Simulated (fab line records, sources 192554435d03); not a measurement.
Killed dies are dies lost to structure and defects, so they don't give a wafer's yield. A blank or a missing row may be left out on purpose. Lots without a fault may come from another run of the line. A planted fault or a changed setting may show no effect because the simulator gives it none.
A struck lot beside a sound one | flow n5_finfet | 41 steps out of a route of 1938
Sound: wafers L313.1, L313.2, L313.4. Struck: wafers L320.2, L320.4, L320.5. The cause comes at the end.
At each step with rows: each side's tool, then ch and its chambers, then its first start. Under that, the readings that differ: sound wafers | struck wafers | difference of the means | sigmas: that difference in standard deviations of wafers without a fault.
alike: readings whose means differ by less than 2 such deviations, and words and numbers that are the same on both sides. not compared: withheld readings, readings that some wafer has no value for, bounds like >300 that may hide the same value, and numbers for which the record gives no deviation and whose values overlap.
The two part at a step that has a row with sigmas, a row that says differs or no value, or rows on one side only. Numbers that don't overlap but have no deviation are shown without sigmas and don't part them. A reading that every wafer of one side lacks parts them only if that side has two wafers or more.

first, 11 steps without rows for these wafers: N5_PMOS_HMC_CHANNEL_EPI_STRIP_33 (strips in N2/H2); N5_PMOS_HMC_CHANNEL_EPI_STRIP_17 (strips in SPM, time 750 s); N5_PMOS_HMC_CHANNEL_EPI_ETCH_38 (etches SiO2 in CF4, target depth 1.5 nm); N5_PMOS_HMC_CHANNEL_EPI_FIN_RECESS_16 (chemistry HBr/Cl2, target Si, target depth 54 nm, time 18 s); N5_PMOS_HMC_CHANNEL_EPI_PRECLEAN_36 (cleans in O3/DIW, time 45 s); N5_PMOS_HMC_CHANNEL_EPI_PRECLEAN_18 (cleans in DHF, time 30 s); N5_PMOS_HMC_CHANNEL_EPI_SRD_19 (time 30 s); N5_PMOS_HMC_CHANNEL_EPI_EPI_20 (deposits SiGe30, target thk 59 nm); N5_PMOS_HMC_CHANNEL_EPI_HM_STRIP_35 (strips SiO2 in dHF, material SiO2, target depth 39.6 nm, time 216 s); N5_PMOS_HMC_CHANNEL_EPI_SRD_39 (time 30 s); N5_PMOS_HMC_CHANNEL_EPI_CMP_21 (polishes SiGe30, target thk 54 nm).
N5_PMOS_HMC_CHANNEL_EPI_PRECLEAN_40: cleans in DHF, time 30 s.
  sound on wet_bench-03 ch 1,2,4, day 3 09:28; struck on wet_bench-03 ch 0,1,5, day 5 02:16
then, 4 steps without rows for these wafers: N5_PMOS_HMC_CHANNEL_EPI_PRECLEAN_37 (cleans in O3/DIW, time 45 s); N5_PMOS_HMC_CHANNEL_EPI_PRECLEAN_24 (cleans in DHF, time 30 s); N5_PMOS_HMC_CHANNEL_EPI_SRD_25 (time 30 s); N5_PMOS_HMC_CHANNEL_EPI_EPI_26 (deposits Si from SiH4/H2, target thk 3.8 nm, time 22.7 s).
N5_PMOS_HMC_CHANNEL_EPI_INSPECT_30: inspects for defects (darkfield).
  sound on defect_inspect-01, day 3 10:01; struck on defect_inspect-01, day 5 02:50
  reading          | sound    | struck      | difference | sigmas
  raw_defect_count | 21 23 18 | 298 305 297 | +279       | +43
then, 19 steps without rows for these wafers: N5_FIN_SAQP_PRECLEAN_42 (cleans in O3/DIW, time 60 s); N5_FIN_SAQP_PRECLEAN_00 (cleans in SC1, time 60 s); N5_FIN_SAQP_PRECLEAN_44 (cleans in SC2, time 45 s); N5_FIN_SAQP_SRD_01 (time 30 s); N5_FIN_SAQP_ALD_61 (deposits SiO2, target thk 4 nm, pulse time 1 s, purge time 2 s); N5_FIN_SAQP_DENSIFY_62 (time 60 s); N5_FIN_SAQP_HM_DEP_03 (deposits SiNx from SiH4/NH3/N2, target thk 38 nm, time 33.6 s); N5_FIN_SAQP_PECVD_47 (deposits a-Si from SiH4/He, target thk 45 nm, time 36.3 s); N5_FIN_SAQP_PECVD_48 (deposits SiNx from SiH4/NH3/N2, target thk 25 nm, time 22.1 s); N5_FIN_SAQP_PECVD_06 (deposits a-Si from SiH4/He, target thk 60 nm, time 48.1 s); N5_FIN_SAQP_HM_DEP_72 (deposits SiO2 from SiH4/N2O, target thk 12 nm, time 7.2 s); N5_FIN_SAQP_COAT_49 (time 60 s, resist thk 100 nm); N5_FIN_SAQP_COAT_50 (time 60 s, resist thk 35 nm); N5_FIN_SAQP_COAT_10 (resist thk 90 nm); N5_FIN_SAQP_EBR_12; N5_FIN_SAQP_SOFTBAKE_11 (time 60 s); N5_FIN_SAQP_EXPOSE_13 (exposes mask FIN CORE, target cd 35.6 nm); N5_FIN_SAQP_PEB_14 (peb time 60 s); N5_FIN_SAQP_DEVELOP_15 (develop time 30 s).
N5_FIN_SAQP_INSPECT_40: inspects for defects (brightfield).
  sound on defect_inspect-02, day 3 16:35; struck on defect_inspect-02, day 5 08:32
  reading          | sound       | struck      | difference | sigmas
  raw_defect_count | 206 205 138 | 528 525 441 | +315       | +6
N5_FIN_CUT_INSPECT_10: inspects for defects (brightfield).
  sound on defect_inspect-02, day 3 16:59; struck on defect_inspect-02, day 5 08:56
  reading          | sound    | struck      | difference | sigmas
  raw_defect_count | 33 33 19 | 326 320 294 | +285       | +28
N5_FIN_CUT_INSPECT_17: inspects for defects (brightfield).
  sound on defect_inspect-02, day 3 17:55; struck on defect_inspect-01, day 5 10:20
  reading          | sound       | struck      | difference | sigmas
  raw_defect_count | 221 188 139 | 527 519 437 | +312       | +6
-- the record jumps here: 6 days lie between the struck wafers' starts before and after (it left off in module FIN_CUT and takes up again in module BEOL_M4, whose first step shown is number 1111 of the route) --
N5_BEOL_M4_RC_MEAS_101:
  sound on prober-02 ch 0, day 9 08:16; struck on prober-02 ch 0, day 11 01:29
  reading   | sound          | struck         | difference | sigmas
  VT_P (mV) | -245 -247 -247 | -252 -253 -256 | -7         | -2
  alike: DIBL_N, DIBL_P, IOFF_N, IOFF_P, ION_N, ION_P, SS_N, SS_P, VT_N
-- the record jumps here: 5 days lie between the struck wafers' starts before and after (it left off in module BEOL_M4 and takes up again in module PASSIVATION, whose first step shown is number 1936 of the route) --
N5_PASSIVATION_PROBE_49:
  the record has rows for the struck wafers here (prober-02, day 15 14:30) and none for the sound ones

WHERE THEY PART
First at N5_PMOS_HMC_CHANNEL_EPI_INSPECT_30; last, within this record, at N5_PASSIVATION_PROBE_49.

WHY: what the simulator had put in
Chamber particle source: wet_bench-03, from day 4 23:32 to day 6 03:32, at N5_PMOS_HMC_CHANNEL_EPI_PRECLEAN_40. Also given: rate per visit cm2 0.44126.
